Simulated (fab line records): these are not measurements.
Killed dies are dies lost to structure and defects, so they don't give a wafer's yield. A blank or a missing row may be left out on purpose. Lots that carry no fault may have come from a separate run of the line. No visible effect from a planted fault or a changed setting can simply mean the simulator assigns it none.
fab line records	flow n5_finfet
record lots=9	wafers=27	last_day=17
route steps=1938 shown BEOL_M1@797 BEOL_M4@1111 PASSIVATION@1936
lots that met no fault: from a run of the same line without faults
start_h: hours from the record's opening day to when the first of the lot's shown wafers began	wait_h: hours from the lot's prior step to this one	" unchanged from the row above	L1.1+2: one row covering several wafers at once	- either no value or no given start	* or withheld: withheld	< > ~ a bound
route shown NAME@n: names a module that has steps shown in the file, with the first one's number in the route	usual: the fault-free wafers' mean and standard deviation	same: alike in all rows	chamber/n: place in a boat	sites: per-site readings	_std_site: standard deviation of those values	_edge_site: mean of outer sites minus mean of inner sites	radius_mm: for every site, how far away it sits from the centre of the wafer	mask NAME#n: copy n	behind: the most recent tool/chamber to have shaped the wafer	hold: why the lot went on hold/how many hours it stayed there/how the hold came to an end	device: names the non-switching transistor (n, p or np)	end of line: tests of these same wafers at the route's end	for a step that has no rows: nothing shown but its recipe	killed: the dies lost at the first sort to structure and to defects; this is not the yield of the wafer	map: shows each die of a wafer: x if killed, . if not, _ if none is there
set.NAME: the setting as run; set.NAME@STEP: as run at that earlier step	model.NAME: the simulator's own value behind a step, which no gauge read
steps of the route over a sample of lots; a table a step, a row a wafer
services: from which hour (start_h, from the record's first day; less than 0 if before it) a tool's chamber was out of use, for how many hours, and why
## steps
# step N5_BEOL_M1_VIA_ETCH_34
# recipe chemistry=C4F6/O2	target_depth_a=678	mask_material=SOC	pressure_mtorr=15	ion_energy_ev=250	taper_deg=4	time_s=64.4	source_w=350	bias_w=170	Ar_flow_sccm=300	C4F6_flow_sccm=10	O2_flow_sccm=10
# usual O2_flow_sccm=10.002/0.028	drypump_motor_current_A=5.7/0.47	mfc_ar_sccm=300.0/0.98	oes_product_au=0.80/0.072	rf_fwd_power_W=346.9/1.5	rf_vpp_V=661/6.8	showerhead_plenum_p_Torr=2.86/0.1	throttle_valve_pct=30.74/0.23
lot.wafer	tool	chamber	start_h	wait_h	O2_flow_sccm	drypump_motor_current_A	mfc_ar_sccm	oes_product_au	rf_fwd_power_W	rf_hours_counter_h	rf_vpp_V	showerhead_plenum_p_Torr	throttle_valve_pct
L279.1	rie_diel-03	0	132.92	0.0	9.997	5.4	300.0	0.77	348.0	135	669	2.85	30.85
L279.2	"	1	"	"	10.043	6.0	297.6	0.74	343.5	173	652	2.72	30.71
L279.5	"	1	"	"	9.996	6.0	299.2	0.74	344.3	-	651	2.72	30.70
L284.2	rie_diel-03	2	162.60	0.0	10.035	6.2	299.3	0.84	346.1	66	667	2.88	30.48
L284.5	"	1	"	"	10.035	6.0	300.6	0.74	345.0	-	651	2.72	30.73
L284.6	"	0	"	"	10.028	5.4	301.2	0.75	346.1	-	668	2.85	30.83
L290.3	rie_diel-04	3	201.52	0.0	10.012	6.0	298.7	0.74	347.8	165	650	2.72	30.61
L290.4	"	0	"	"	9.996	6.3	299.3	0.73	346.0	181	662	2.82	30.51
L290.5	"	2	"	"	10.028	4.8	301.2	0.72	348.1	-	662	2.94	30.50
L291.1	rie_diel-04	3	206.82	0.0	9.980	6.0	299.7	0.74	347.2	166	651	2.71	30.60
L291.4	"	2	"	"	9.998	4.8	299.2	0.73	347.8	188	662	2.94	30.50
L291.5	"	0	"	"	9.998	6.3	299.2	0.73	346.7	-	661	2.82	30.51
L292.2	rie_diel-05	3	211.48	0.0	10.012	5.4	298.6	0.69	346.8	241	659	2.81	30.65
L292.3	"	2	"	"	10.021	5.4	301.1	0.85	347.0	78	669	2.98	30.65
L292.5	"	2	"	"	10.020	5.4	300.4	0.85	345.8	-	669	2.98	30.66
L293.1	rie_diel-03	0	214.86	0.0	9.989	5.4	300.0	0.75	347.9	161	668	2.84	30.86
L293.2	"	1	"	"	9.986	6.0	298.3	0.72	346.7	200	651	2.71	30.72
L293.4	"	2	"	"	10.004	6.2	299.8	0.83	346.2	79	665	2.87	30.49
L294.1	rie_diel-03	3	226.02	0.0	10.025	6.0	300.2	0.91	349.7	29	662	3.03	30.99
L294.2	"	2	"	"	9.994	6.2	301.6	0.82	346.4	82	664	2.87	30.47
L294.3	"	0	"	"	10.000	5.4	298.7	0.75	348.1	164	669	2.84	30.88
L300.1	rie_diel-05	1	255.83	0.0	10.041	5.3	299.4	0.85	349.3	79	661	2.99	30.63
L300.3	"	0	"	"	9.950	6.3	299.8	0.84	346.7	73	665	2.77	31.06
L300.4	"	0	"	"	9.978	6.3	300.3	0.84	347.1	-	666	2.77	31.06
L301.1	rie_diel-05	0	273.89	0.0	10.011	6.3	298.8	0.83	346.5	80	666	2.76	31.07
L301.3	"	3	"	"	10.006	5.3	299.4	0.97	349.4	1	661	2.81	30.43
L301.6	"	3	"	"	10.013	5.3	299.3	0.98	347.2	-	659	2.81	30.45
# step N5_BEOL_M1_STRIP_36
# recipe chemistry=N2/H2	power_w=450	temp_c=40	pressure_mtorr=20	rf_frequency_hz=6e+07	overash_fraction=0.3	bias_power_w=7	h2_frac=0.5	n2_flow_sccm=200	h2_flow_sccm=200
# usual drypump_motor_current_A=5.7/0.47	oes_product_au=0.80/0.071	rf_vpp_V=59.0/1.6	showerhead_plenum_p_Torr=2.55/0.099	throttle_valve_pct=23.64/0.28
lot.wafer	tool	chamber	start_h	wait_h	drypump_motor_current_A	oes_product_au	rf_hours_counter_h	rf_vpp_V	showerhead_plenum_p_Torr	throttle_valve_pct
L279.1	rie_diel-03	0	132.98	0.0	5.4	0.77	135	61.1	2.55	23.55
L279.2	"	1	"	"	6.0	0.76	173	57.0	2.41	23.55
L279.5	"	1	"	"	6.0	0.75	-	60.4	2.41	23.55
L284.2	rie_diel-03	2	162.66	0.0	6.2	0.85	66	58.7	2.58	23.27
L284.5	"	1	"	"	6.0	0.73	-	56.3	2.41	23.58
L284.6	"	0	"	"	5.4	0.76	-	58.5	2.54	23.58
L290.3	rie_diel-04	3	201.58	0.0	6.0	0.73	165	59.2	2.43	23.63
L290.4	"	0	"	"	6.3	0.74	181	58.0	2.53	23.39
L290.5	"	2	"	"	4.8	0.72	-	58.9	2.63	23.43
L291.1	rie_diel-04	3	206.88	0.0	6.0	0.74	166	57.4	2.43	23.64
L291.4	"	2	"	"	4.8	0.71	188	57.2	2.63	23.41
L291.5	"	0	"	"	6.3	0.74	-	57.9	2.53	23.39
L292.2	rie_diel-05	3	211.54	0.0	5.4	0.68	241	57.7	2.50	23.46
L292.3	"	2	"	"	5.5	0.84	78	57.8	2.68	23.88
L292.5	"	2	"	"	5.4	0.83	-	59.2	2.68	23.84
L293.1	rie_diel-03	0	214.92	0.0	5.4	0.75	162	57.0	2.53	23.61
L293.2	"	1	"	"	6.0	0.74	200	59.6	2.40	23.59
L293.4	"	2	"	"	6.2	0.83	79	58.5	2.57	23.28
L294.1	rie_diel-03	3	226.08	0.0	6.1	0.92	29	59.2	2.71	23.92
L294.2	"	2	"	"	6.1	0.83	82	57.6	2.57	23.33
L294.3	"	0	"	"	5.4	0.75	164	58.9	2.53	23.58
L300.1	rie_diel-05	1	255.89	0.0	5.3	0.83	79	59.3	2.68	23.46
L300.3	"	0	"	"	6.4	0.84	73	59.1	2.47	24.11
L300.4	"	0	"	"	6.3	0.83	-	57.2	2.47	24.10
L301.1	rie_diel-05	0	273.95	0.0	6.3	0.83	80	58.9	2.47	24.11
L301.3	"	3	"	"	5.3	0.99	1	59.4	2.49	23.18
L301.6	"	3	"	"	5.3	1.00	-	58.2	2.49	23.20
# step N5_BEOL_M1_DEGAS_44
# recipe ambient=vacuum	temp_c=250	time_s=60
# usual heater_power_w=301/38
lot.wafer	tool	chamber	start_h	wait_h	heater_power_w
L279.1	pvd_sputter-03	-	133.83	0.5	285
L279.2	"	-	"	"	293
L279.5	"	-	"	"	266
L284.2	pvd_sputter-03	-	163.39	0.4	328
L284.5	"	-	"	"	292
L284.6	"	-	"	"	320
L290.3	pvd_sputter-03	-	202.64	0.7	320
L290.4	"	-	"	"	287
L290.5	"	-	"	"	288
L291.1	pvd_sputter-03	-	207.47	0.2	327
L291.4	"	-	"	"	281
L291.5	"	-	"	"	285
L292.2	pvd_sputter-03	-	212.21	0.3	298
L292.3	"	-	"	"	265
L292.5	"	-	"	"	258
L293.1	pvd_sputter-03	-	215.73	0.4	257
L293.2	"	-	"	"	300
L293.4	"	-	"	"	318
L294.1	pvd_sputter-01	-	226.76	0.3	248
L294.2	"	-	"	"	311
L294.3	"	-	"	"	265
L300.1	pvd_sputter-03	-	256.65	0.4	320
L300.3	"	-	"	"	261
L300.4	"	-	"	"	297
L301.1	pvd_sputter-01	-	274.76	0.4	375
L301.3	"	-	"	"	242
L301.6	"	-	"	"	322
# step N5_BEOL_M1_ALD_84
# recipe material=TaN	target_thk_a=*	temp_c=275	ald_precursor_family=PDMAT	ald_co_reactant=NH3	pressure_torr=3	carrier_flow_sccm=1500	pulse_time_s=2	purge_time_s=3	co_reactant_purge_time_s=2	co_reactant_pulse_time_s=3	ald_cycles=30	precursor_vessel_temp_c=75	precursor_vessel_pressure_torr=26.25	precursor_vessel_carrier_sccm=1000
# usual ald_cycles=30/0	chamber_pressure_Torr=3.000/0.0066	co_reactant_pulse_time_s=3/0	heater_power_w=436/27
lot.wafer	tool	chamber	start_h	wait_h	ald_cycles	chamber_pressure_Torr	co_reactant_pulse_time_s	heater_power_w
L279.1	ald_metal-03	1	133.93	0.0	30	3.008	3	393
L279.2	"	3	"	"	30	2.997	3	392
L279.5	"	1	"	"	30	2.994	3	395
L284.2	ald_metal-04	1	163.49	0.0	30	2.998	3	469
L284.5	"	1	"	"	30	2.997	3	459
L284.6	"	2	"	"	30	3.018	3	433
L290.3	ald_metal-02	2	202.74	0.0	-	-	-	-
L290.4	"	0	"	"	-	-	-	-
L290.5	"	3	"	"	-	-	-	-
L291.1	ald_metal-02	1	207.57	0.0	-	-	-	-
L291.4	"	2	"	"	-	-	-	-
L291.5	"	1	"	"	-	-	-	-
L292.2	ald_metal-03	3	212.31	0.0	-	-	-	-
L292.3	"	1	"	"	-	-	-	-
L292.5	"	2	"	"	-	-	-	-
L293.1	ald_metal-03	0	215.85	0.1	30	3.005	3	454
L293.2	"	2	"	"	30	2.984	3	472
L293.4	"	3	"	"	30	3.013	3	400
L294.1	ald_metal-02	2	226.88	0.1	30	3.004	3	445
L294.2	"	0	"	"	30	3.004	3	404
L294.3	"	1	"	"	30	3.002	3	430
L300.1	ald_metal-02	1	256.75	0.0	30	2.990	3	432
L300.3	"	0	"	"	30	3.005	3	401
L300.4	"	2	"	"	30	2.999	3	440
L301.1	ald_metal-02	1	274.86	0.0	30	2.996	3	443
L301.3	"	2	"	"	30	2.993	3	438
L301.6	"	3	"	"	30	3.002	3	469
# step N5_BEOL_M1_CMP_52
# recipe stop_on=SiOC	t_overpolish_s=6.8	down_force_psi=1	platen_rpm=50	clearing_platen_down_force_psi=1.5	clearing_platen_rpm=50	post_cmp_clean=cu_alkaline	target_thk_nm=40	clearing_platen_pad_velocity_m_s=0.99484	pad_velocity_m_s=0.99484
# usual barrier_field_endpoint_s=24.5/0.53	motor_current_A=6.3/0.61
lot.wafer	tool	chamber	start_h	wait_h	barrier_field_endpoint_s	motor_current_A
L279.1	cmp-04	0	136.95	0.3	24.4	6.6
L279.2	"	2	"	"	24.9	6.6
L279.5	"	0	"	"	25.1	6.5
L284.2	cmp-01	3	166.31	0.2	25.0	7.9
L284.6	"	2	"	"	24.9	4.9
L284.5	"	3	"	"	24.4	7.8
L290.4	cmp-01	2	207.37	0.2	22.8	4.7
L290.3	"	3	"	"	22.3	8.1
L290.5	"	0	"	"	22.8	6.7
L291.4	cmp-04	3	210.43	0.2	23.1	5.7
L291.1	"	0	"	"	22.5	6.4
L291.5	"	1	"	"	22.6	6.6
L292.3	cmp-04	0	215.15	0.2	22.8	6.6
L292.2	"	1	"	"	22.3	6.6
L292.5	"	0	"	"	23.0	6.4
L293.4	cmp-04	0	219.09	0.1	24.0	6.2
L293.2	"	1	"	"	24.0	6.3
L293.1	"	2	"	"	24.0	6.8
L294.2	cmp-04	0	229.99	0.4	24.1	6.4
L294.3	"	1	"	"	24.3	6.0
L294.1	"	3	"	"	24.7	5.8
L300.1	cmp-01	0	259.45	0.3	25.3	7.1
L300.3	"	2	"	"	25.3	4.8
L300.4	"	3	"	"	25.3	7.8
L301.1	cmp-04	0	277.62	0.3	24.6	6.5
L301.3	"	2	"	"	24.1	6.7
L301.6	"	0	"	"	24.6	6.3
# step N5_BEOL_M4_RC_MEAS_101
# usual DIBL_N=36.5/1.4	DIBL_P=36.6/1.6	IOFF_N=0.160/0.024	IOFF_P=0.217/0.029	ION_N=674/8.7	ION_P=464/6.5	SS_N=71.6/0.47	SS_P=73.4/0.57	VT_N=250.0/2.5	VT_P=-250/3.1
lot.wafer	tool	chamber	start_h	wait_h	DIBL_N[mV/V]	DIBL_P[mV/V]	IOFF_N[nA/um]	IOFF_P[nA/um]	ION_N[uA/um]	ION_P[uA/um]	SS_N[mV/dec]	SS_P[mV/dec]	VT_N[mV]	VT_P[mV]
L279.1	prober-02	0	174.07	0.0	34.3	35.8	0.140	0.193	663	465	71.6	72.8	250.5	-251
L279.2	"	0	"	"	35.2	36.7	0.143	0.203	666	461	71.8	72.6	251.5	-251
L279.5	"	0	"	"	35.5	36.3	0.152	0.208	671	462	71.7	73.3	249.1	-249
L284.2	prober-01	0	212.97	0.2	36.2	36.6	0.161	0.244	670	472	71.7	74.0	248.0	-245
L284.5	"	0	"	"	35.4	34.5	0.140	0.202	670	462	71.5	72.5	250.6	-246
L284.6	"	0	"	"	36.4	37.0	0.168	0.238	679	470	71.6	73.5	248.6	-246
L294.1	prober-02	0	263.15	0.0	35.3	34.9	0.123	0.158	667	452	71.6	73.2	255.3	-256
L294.2	"	0	"	"	36.2	35.7	0.135	0.168	672	452	71.6	72.9	253.1	-256
L294.3	"	0	"	"	36.7	36.2	0.145	0.174	664	448	71.8	72.7	252.7	-255
L293.1	prober-01	0	263.39	0.0	39.6	40.9	0.225	0.299	692	480	72.1	74.3	245.3	-246
L293.2	"	0	"	"	37.6	37.6	0.175	0.239	680	467	71.7	73.3	248.3	-248
L293.4	"	0	"	"	34.9	34.8	0.131	0.190	664	463	70.7	73.4	250.8	-249
L300.1	prober-01	0	301.14	0.0	35.8	38.6	0.164	0.217	677	454	71.6	73.5	248.1	-249
L300.3	"	0	"	"	34.8	37.1	0.143	0.193	677	461	70.9	73.4	252.1	-250
L300.4	"	0	"	"	37.9	40.1	0.199	0.236	686	458	73.0	74.4	248.2	-249
L301.1	prober-02	0	304.14	0.0	37.0	36.3	0.169	0.218	677	459	72.2	72.9	249.2	-251
L301.3	"	0	"	"	36.4	36.3	0.166	0.213	682	464	71.4	74.0	247.6	-252
L301.6	"	0	"	"	36.7	36.4	0.173	0.222	680	464	72.0	73.8	247.2	-249
# step N5_PASSIVATION_PROBE_49
# usual defect_limited_yield=91.2/1.4	killed_at_M0_to_M3=34/9.4	killed_at_M4_up=13/5.8	killed_at_contacts=13/6.4	killed_at_front_end=41/11	killed_at_other=3.1/2.3	killed_dies=103/16	killed_on_rim=13/3.4	killed_open=69/12	killed_short=33/7.8	sort_bin_4_leakage=0/0	sort_bin_5_function=5.1/0.91	sort_bin_6_memory=3.3/0.63	sort_n_pass=1077/16	sort_yield_pct=91.2/1.4
# same gross_dies=1180	killed_at_back_side=0	sort_bin_8_speed[%]=0
lot.wafer	tool	chamber	start_h	wait_h	defect_limited_yield[%]	killed_at_M0_to_M3	killed_at_M4_up	killed_at_contacts	killed_at_front_end	killed_at_other	killed_dies	killed_on_rim	killed_open	killed_short	sort_bin_4_leakage[%]	sort_bin_5_function[%]	sort_bin_6_memory[%]	sort_n_pass	sort_yield_pct[%]
L279.1	prober-01	-	283.44	0.0	91.4	37	12	9	42	2	102	15	75	26	0	4.7	3.6	1078	91.4
L279.2	prober-01	-	283.49	0.1	91.7	32	24	4	34	4	98	12	62	33	0	4.5	3.1	1082	91.7
L279.5	prober-01	-	283.64	0.2	94.2	30	5	3	29	2	69	9	47	22	0	3.9	1.7	1111	94.2
L284.2	prober-02	-	312.64	0.1	91.6	35	19	8	36	1	99	11	74	25	0	4.5	3.6	1081	91.6
L284.5	prober-02	-	312.79	0.2	91.2	32	5	13	52	2	104	6	78	26	0	4.9	3.8	1076	91.2
L284.6	prober-02	-	312.84	0.3	89.0	36	18	19	51	6	130	20	86	44	0	6.8	4.0	1050	89.0
L290.3	prober-02	-	342.91	0.1	0	1128	13	9	28	2	1180	152	49	31	92.88	3.6	3.0	0	0
L290.4	prober-02	-	342.96	0.2	0	1092	13	8	65	2	1180	152	73	49	89.58	5.7	4.2	0	0
L290.5	prober-02	-	343.01	0.2	0	1113	19	7	38	3	1180	152	74	37	90.59	5.3	3.9	0	0
L292.2	prober-01	-	355.35	0.1	0	1094	16	12	55	3	1180	152	81	37	89.92	6.1	3.6	0	0
L292.3	prober-01	-	355.40	0.1	0	1116	7	12	39	6	1180	152	69	22	92.12	4.2	3.6	0	0
L292.5	prober-01	-	355.50	0.2	0	1099	10	15	52	4	1180	152	74	28	91.02	5.1	3.5	0	0
L293.1	prober-02	-	361.60	0.0	91.9	43	6	6	31	10	96	12	66	29	0	5.0	3.0	1084	91.9
L293.2	prober-02	-	361.65	0.1	90.8	39	17	6	43	4	109	15	80	28	0	5.1	3.9	1071	90.8
L293.4	prober-02	-	361.75	0.2	90.1	44	8	7	50	8	117	15	86	30	0	5.3	4.2	1063	90.1
L294.1	prober-01	-	362.07	0.0	92.5	25	5	20	33	5	88	10	55	33	0	4.6	2.6	1092	92.5
L294.2	prober-01	-	362.12	0.1	92.0	28	6	24	29	7	94	11	58	36	0	4.5	3.1	1086	92.0
L294.3	prober-01	-	362.17	0.1	90.6	36	7	21	41	6	111	19	66	45	0	5.2	3.7	1069	90.6
L291.1	prober-02	-	365.00	0.0	0	1107	16	24	24	9	1180	152	70	26	91.86	4.9	3.0	0	0
L291.4	prober-02	-	365.15	0.2	0	1092	22	31	30	5	1180	152	76	30	91.02	4.6	4.1	0	0
L291.5	prober-02	-	365.20	0.2	0	1099	16	28	34	3	1180	152	87	36	89.41	6.0	4.3	0	0
L300.1	prober-01	-	400.81	0.0	91.4	31	12	19	39	0	101	15	68	32	0	4.6	3.6	1079	91.4
L300.3	prober-01	-	400.91	0.1	91.9	12	18	12	46	7	95	8	70	25	0	4.5	3.2	1085	91.9
L300.4	prober-01	-	400.96	0.2	93.1	19	10	12	39	1	81	9	57	22	0	4.1	2.6	1099	93.1
L301.1	prober-01	-	411.76	0.0	90.2	36	15	23	38	4	116	18	86	27	0	5.8	3.6	1064	90.2
L301.3	prober-01	-	411.86	0.1	93.5	27	9	10	28	3	77	8	54	22	0	4.2	2.0	1103	93.5
L301.6	prober-01	-	412.01	0.3	91.4	23	20	7	51	0	101	9	60	38	0	5.3	2.8	1079	91.4
# killed by level:class
L279.1 FIN_SAQP:geometric_particle:open=10 BEOL_M2:geometric_particle:open=9 BEOL_M3:geometric_particle:open=8 DUMMY_GATE:geometric_particle:open=7 MOL_CONTACT_COAG:geometric_particle:open=7 BEOL_M4:geometric_particle:open=7 FIN_SAQP:geometric_particle:short=6 BEOL_M0_SAQP:geometric_particle:open=6
L279.2 FIN_SAQP:geometric_particle:open=8 BEOL_M1:geometric_particle:open=7 BEOL_M2:geometric_particle:open=7 BEOL_M4:geometric_particle:open=6 BEOL_M0_SAQP:geometric_particle:short=5 BEOL_M3:geometric_particle:open=5 BEOL_M5:geometric_particle:short=5 DUMMY_GATE:geometric_particle:short=4
L279.5 BEOL_M3:geometric_particle:open=11 FIN_SAQP:geometric_particle:open=6 DUMMY_GATE:geometric_particle:open=5 BEOL_M1:geometric_particle:open=4 BEOL_M2:geometric_particle:open=4 GATE_CUT:geometric_particle:short=3 MOL_CONTACT_COAG:geometric_particle:open=3 BEOL_M0_SAQP:geometric_particle:open=3
L284.2 FIN_SAQP:geometric_particle:open=12 BEOL_M3:geometric_particle:open=9 BEOL_M0_SAQP:geometric_particle:short=8 BEOL_M4:geometric_particle:open=8 STI_FIN_REVEAL:geometric_particle:open=7 MOL_CONTACT_COAG:geometric_particle:open=7 BEOL_M1:geometric_particle:open=5 BEOL_M2:geometric_particle:open=5
L284.5 FIN_SAQP:geometric_particle:open=18 STI_FIN_REVEAL:geometric_particle:open=14 BEOL_M2:geometric_particle:open=13 MOL_CONTACT_COAG:geometric_particle:open=11 FIN_SAQP:geometric_particle:short=6 BEOL_M0_SAQP:geometric_particle:open=6 BEOL_M0_SAQP:geometric_particle:short=4 BEOL_M4:geometric_particle:open=4
L284.6 FIN_SAQP:geometric_particle:open=14 MOL_CONTACT_COAG:geometric_particle:open=14 FIN_SAQP:geometric_particle:short=13 BEOL_M4:geometric_particle:open=10 STI_FIN_REVEAL:geometric_particle:open=9 BEOL_M3:geometric_particle:open=8 BEOL_M1:geometric_particle:open=7 BEOL_M0_SAQP:geometric_particle:short=6
L290.3 BEOL_M1:area_ald=1072 M1:area_ald=24 BEOL_M0_SAQP:geometric_particle:short=8 MOL_CONTACT_COAG:geometric_particle:open=7 STI_FIN_REVEAL:geometric_particle:open=6 BEOL_M3:geometric_particle:open=6 BEOL_M1:geometric_particle:open=5 BEOL_M2:geometric_particle:open=5
L290.4 BEOL_M1:area_ald=1035 M1:area_ald=22 FIN_SAQP:geometric_particle:short=15 STI_FIN_REVEAL:geometric_particle:open=12 BEOL_M0_SAQP:geometric_particle:open=10 FIN_SAQP:geometric_particle:open=9 BEOL_M0_SAQP:geometric_particle:short=8 MOL_CONTACT_COAG:geometric_particle:open=7
L290.5 BEOL_M1:area_ald=1053 M1:area_ald=16 BEOL_M3:geometric_particle:open=12 BEOL_M0_SAQP:geometric_particle:short=10 BEOL_M0_SAQP:geometric_particle:open=9 DUMMY_GATE:geometric_particle:open=8 FIN_SAQP:geometric_particle:short=7 BEOL_M2:geometric_particle:open=6
L292.2 BEOL_M1:area_ald=1049 STI_FIN_REVEAL:geometric_particle:open=20 M1:area_ald=12 MOL_CONTACT_COAG:geometric_particle:open=11 BEOL_M0_SAQP:geometric_particle:open=10 BEOL_M0_SAQP:geometric_particle:short=8 ILD0:geometric_particle:open=6 ILD0:geometric_particle:short=5
L292.3 BEOL_M1:area_ald=1072 M1:area_ald=15 MOL_CONTACT_COAG:geometric_particle:open=12 BEOL_M3:geometric_particle:open=11 STI_FIN_REVEAL:geometric_particle:open=10 FIN_SAQP:geometric_particle:open=5 BEOL_M1:geometric_particle:open=5 BEOL_M3:geometric_particle:short=4
L292.5 BEOL_M1:area_ald=1055 STI_FIN_REVEAL:geometric_particle:open=22 M1:area_ald=19 MOL_CONTACT_COAG:geometric_particle:open=11 BEOL_M0_SAQP:geometric_particle:open=8 DUMMY_GATE:geometric_particle:open=6 ILD0:geometric_particle:open=6 STI_FIN_REVEAL:geometric_particle:short=5
L293.1 BEOL_M2:geometric_particle:open=14 STI_FIN_REVEAL:geometric_particle:open=11 BEOL_M1:geometric_particle:open=10 GATE_CUT:geometric_particle:short=5 MOL_CONTACT_COAG:geometric_particle:open=5 BEOL_M0_SAQP:geometric_particle:short=5 BEOL_M3:geometric_particle:open=4 FIN_SAQP:geometric_particle:open=3
L293.2 BEOL_M2:geometric_particle:open=13 STI_FIN_REVEAL:geometric_particle:open=12 BEOL_M1:geometric_particle:open=10 BEOL_M4:geometric_particle:open=8 FIN_SAQP:geometric_particle:short=6 MOL_CONTACT_COAG:geometric_particle:open=6 GATE_CUT:geometric_particle:short=5 BEOL_M0_SAQP:geometric_particle:open=5
L293.4 STI_FIN_REVEAL:geometric_particle:open=21 BEOL_M0_SAQP:geometric_particle:open=11 BEOL_M2:geometric_particle:open=10 BEOL_M1:geometric_particle:open=9 MOL_CONTACT_COAG:geometric_particle:open=7 MIM_TOP_ETCH:geometric_particle:open=5 FIN_SAQP:geometric_particle:short=4 DUMMY_GATE:geometric_particle:open=4
L294.1 MOL_CONTACT_COAG:geometric_particle:open=15 DUMMY_GATE:geometric_particle:open=7 BEOL_M0_SAQP:geometric_particle:short=7 BEOL_M3:geometric_particle:open=6 BEOL_M0_SAQP:geometric_particle:open=6 FIN_SAQP:geometric_particle:short=5 MOL_CONTACT_COAG:geometric_particle:short=5 FIN_SAQP:geometric_particle:open=3
L294.2 MOL_CONTACT_COAG:geometric_particle:open=19 BEOL_M0_SAQP:geometric_particle:short=9 STI_FIN_REVEAL:geometric_particle:open=6 BEOL_M0_SAQP:geometric_particle:open=6 DUMMY_GATE:geometric_particle:open=5 MOL_CONTACT_COAG:geometric_particle:short=5 BEOL_M5:geometric_particle:short=5 FIN_SAQP:geometric_particle:open=4
L294.3 MOL_CONTACT_COAG:geometric_particle:open=14 BEOL_M0_SAQP:geometric_particle:short=12 BEOL_M0_SAQP:geometric_particle:open=10 FIN_SAQP:geometric_particle:open=9 GATE_CUT:geometric_particle:short=8 BEOL_M3:geometric_particle:open=8 FIN_SAQP:geometric_particle:short=7 MOL_CONTACT_COAG:geometric_particle:short=7
L291.1 BEOL_M1:area_ald=1071 MOL_CONTACT_COAG:geometric_particle:open=21 M1:area_ald=13 STI_FIN_REVEAL:geometric_particle:open=9 BEOL_M4:geometric_particle:open=7 BEOL_M1:geometric_particle:open=6 BEOL_M0_SAQP:geometric_particle:short=5 BEOL_M2:geometric_particle:open=5
L291.4 BEOL_M1:area_ald=1053 MOL_CONTACT_COAG:geometric_particle:open=28 M1:area_ald=21 STI_FIN_REVEAL:geometric_particle:open=8 BEOL_M4:geometric_particle:short=6 BEOL_M4:geometric_particle:open=6 BEOL_M0_SAQP:geometric_particle:short=5 FIN_SAQP:geometric_particle:short=4
L291.5 BEOL_M1:area_ald=1036 MOL_CONTACT_COAG:geometric_particle:open=22 M1:area_ald=19 BEOL_M1:geometric_particle:open=15 STI_FIN_REVEAL:geometric_particle:open=13 BEOL_M0_SAQP:geometric_particle:short=8 BEOL_M0_SAQP:geometric_particle:open=7 MOL_CONTACT_COAG:geometric_particle:short=6
L300.1 MOL_CONTACT_COAG:geometric_particle:open=14 FIN_SAQP:geometric_particle:open=11 BEOL_M4:geometric_particle:open=10 FIN_SAQP:geometric_particle:short=9 STI_FIN_REVEAL:geometric_particle:open=8 BEOL_M2:geometric_particle:open=8 BEOL_M0_SAQP:geometric_particle:open=6 BEOL_M3:geometric_particle:open=6
L300.3 FIN_SAQP:geometric_particle:open=21 BEOL_M4:geometric_particle:open=11 MOL_CONTACT_COAG:geometric_particle:open=9 GATE_CUT:geometric_particle:short=6 BEOL_M0_SAQP:geometric_particle:open=6 STI_FIN_REVEAL:geometric_particle:open=5 FIN_SAQP:geometric_particle:short=4 DUMMY_GATE:geometric_particle:open=3
L300.4 MOL_CONTACT_COAG:geometric_particle:open=10 FIN_SAQP:geometric_particle:open=9 STI_FIN_REVEAL:geometric_particle:open=7 BEOL_M4:geometric_particle:open=7 FIN_SAQP:geometric_particle:short=6 BEOL_M1:geometric_particle:open=5 STARTING-WAFER:geometric_particle:short=5 BEOL_M2:geometric_particle:open=4
L301.1 MOL_CONTACT_COAG:geometric_particle:open=21 BEOL_M1:geometric_particle:open=10 BEOL_M2:geometric_particle:open=9 BEOL_M3:geometric_particle:open=7 GATE_CUT:geometric_particle:short=6 FIN_SAQP:geometric_particle:short=4 STI_FIN_REVEAL:geometric_particle:open=4 GATE_CUT:geometric_particle:open=4
L301.3 BEOL_M1:geometric_particle:open=10 MOL_CONTACT_COAG:geometric_particle:open=8 FIN_SAQP:geometric_particle:short=6 BEOL_M0_SAQP:geometric_particle:open=6 FIN_SAQP:geometric_particle:open=4 GATE_CUT:geometric_particle:open=4 STARTING-WAFER:geometric_particle:open=4 BEOL_M1:geometric_particle:short=3
L301.6 FIN_SAQP:geometric_particle:short=14 FIN_SAQP:geometric_particle:open=10 MOL_CONTACT_COAG:geometric_particle:open=6 BEOL_M0_SAQP:geometric_particle:short=6 BEOL_M2:geometric_particle:open=6 BEOL_M6:geometric_particle:open=5 STI_FIN_REVEAL:geometric_particle:open=4 ILD0:geometric_particle:short=4
## services
tool	chamber	start_h	hours	kind
ald_metal-03	1	114.09	13.3	repair
rie_diel-03	3	114.50	-	clean
rie_diel-03	3	114.50	-	consumable_replace:focus_ring
rie_diel-03	3	114.50	-	consumable_replace:showerhead
rie_diel-03	3	114.50	19.1	scheduled_down
cmp-01	-	115.10	4.0	pm
cmp-01	-	132.38	17.3	repair
ald_metal-03	1	134.76	5.5	repair
ald_metal-04	-	156.55	0.9	repair
rie_diel-04	3	158.32	14.6	repair
rie_diel-03	2	166.17	6.7	repair
pvd_sputter-03	-	168.44	10.5	repair
ald_metal-04	3	172.03	16.8	repair
rie_diel-04	3	193.36	5.3	repair
cmp-04	-	194.47	1.4	repair
ald_metal-03	-	206.57	4.3	pm
rie_diel-04	3	210.71	1.6	repair
cmp-04	-	220.43	0.9	repair
cmp-04	-	223.47	4.0	pm
ald_metal-02	3	230.95	3.0	repair
rie_diel-05	1	245.40	1.7	repair
ald_metal-04	-	264.02	2.8	pm
rie_diel-04	2	270.32	2.7	repair
cmp-01	-	272.53	4.6	pm
## key
first_sign step=N5_BEOL_M1_ALD_84	reading=tool_record	direction=missing
effect step=N5_BEOL_M1_CMP_52	reading=barrier_field_endpoint_s	direction=down	sigmas=3.3	usual=24.5	struck=22.7
effect step=N5_PASSIVATION_PROBE_49	reading=sort_bin_4_leakage	direction=up	sigmas=99+	usual=0	struck=90.93
more_kills_born_at N5_BEOL_M1_ALD_84@ald_metal-02=6435	N5_BEOL_M1_ALD_84@ald_metal-03=3222
met_at N5_BEOL_M1_ALD_84
struck_lots L290,L291,L292
later_rows_left_out L290.3,L290.4,L290.5,L291.1,L291.4,L291.5,L292.2,L292.3,L292.5
not_acting_at N5_BEOL_M1_VIA_ETCH_34,N5_BEOL_M1_STRIP_36,N5_BEOL_M1_DEGAS_44
onset_between 133.93 202.74
fault kind=skipped_step_whole	tool=ald_metal-02,ald_metal-03	chamber=-	onset_h=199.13	steps=N5_BEOL_M1_ALD_84	scope=struck_lots_only
# later_rows_left_out: the simulator's readings of these wafers behind a module that went badly wrong aren't trusted and aren't shown, but for the sort
